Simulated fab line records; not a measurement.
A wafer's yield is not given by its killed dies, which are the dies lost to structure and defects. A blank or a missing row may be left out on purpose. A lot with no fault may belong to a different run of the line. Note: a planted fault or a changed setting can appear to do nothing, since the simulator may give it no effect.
Split-lot study ; flow n5Finfet ; 7 lots, 21 wafers read, on a route of 1938 steps

ABOUT THE SPLIT
At N5_BEOL_M5_ETCH_68 (etches SOC in N2/H2, target depth 80 nm, overetch 16 nm, time 120 s), the setting biasW was moved away from the recipe's 150 W on 6 of the 21 wafers read, by +5.9% to +11.2%. The other wafers ran this setting at the recipe's value.

The reading is taken at the split's own step.

THE READING
rfVppV, in V, at N5_BEOL_M5_ETCH_68 (etches SOC in N2/H2, target depth 80 nm, overetch 16 nm, time 120 s). Typical for fault-free wafers on this fab line: 523.3 V, with standard deviation 2.8 V.

wafer;tool, chamber at the split;biasW as run, W;against the recipe;rfVppV, V;against lot-mates on the recipe
L075.1;rieDiel-06, 2;150;recipe;524.3;-
L075.3;rieDiel-06, 1;150;recipe;519.5;-
L075.6;rieDiel-06, 0;150;recipe;525.3;-
L079.2;rieDiel-06, 0;160.3;+6.9%;548.9;+25.7
L079.3;rieDiel-06, 1;150;recipe;518.7;-
L079.5;rieDiel-06, 3;150;recipe;527.7;-
L082.1;rieDiel-06, 2;158.9;+5.9%;544.2;no lot-mate on the recipe
L082.2;rieDiel-06, 3;158.9;+5.9%;546.3;no lot-mate on the recipe
L082.5;rieDiel-06, 1;158.9;+5.9%;536.9;no lot-mate on the recipe
L083.2;rieDiel-03, 0;150;recipe;522.7;-
L083.3;rieDiel-03, 2;150;recipe;520.9;-
L083.4;rieDiel-03, 3;150;recipe;527.7;-
L086.2;rieDiel-05, 3;150;recipe;523.9;-
L086.5;rieDiel-05, 0;150;recipe;522.8;-
L086.6;rieDiel-05, 1;150;recipe;521.1;-
L092.2;rieDiel-03, 0;150;recipe;523.2;-
L092.5;rieDiel-03, 1;160.8;+7.2%;545.2;+22.5
L092.6;rieDiel-03, 0;150;recipe;522.2;-
L097.2;rieDiel-03, 2;166.8;+11.2%;555.8;+34.7
L097.4;rieDiel-03, 2;150;recipe;519.3;-
L097.5;rieDiel-03, 0;150;recipe;522.9;-

FIT RESULTS
A straight line over all 21 wafers: rfVppV changes by +3.19 V for each +1% of biasW; r = +0.97; the points scatter about the line by 3.1 V.
The same after taking each lot's own level away (the mean of its wafers on the recipe; 18 wafers): +3.23 V for each +1%; r = +0.97; scatter 2.6 V.
According to that fit, moving biasW by its largest amount changes the reading by 36 V.
From 521.10 to 523.77 V: that is the span of the lots' own levels, equal to 1.0 times the standard deviation above.
So the lot-to-lot level changes the slope little: the two slopes agree.
Check: for one of the wafers moved furthest among these (+11.2%), held out of the fit, the line's prediction against its lot-mates is +38.3 V. It came out at +34.7 V against them.
Tool readings at the split's step, against how far the setting was moved: rfVppV r = +0.97.

ADDITIONAL SPLITS CARRIED BY THESE WAFERS
Note: prior to the reading, these wafers also went through further splits. Each is held against what the fit with the lots' levels taken away leaves over:
other split on the same wafers;wafers away from the commonest value;r with rfVppV (lot level and that fit taken away)
N5_BEOL_M4_EXPOSE_25 doseMj;8;+0.12
N5_BEOL_M4_SPUTTER_48 timeS;5;+0.03

FILE'S OWN FIT
rfVppV changes by +3.24 V for each +1% of biasW, r = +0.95.
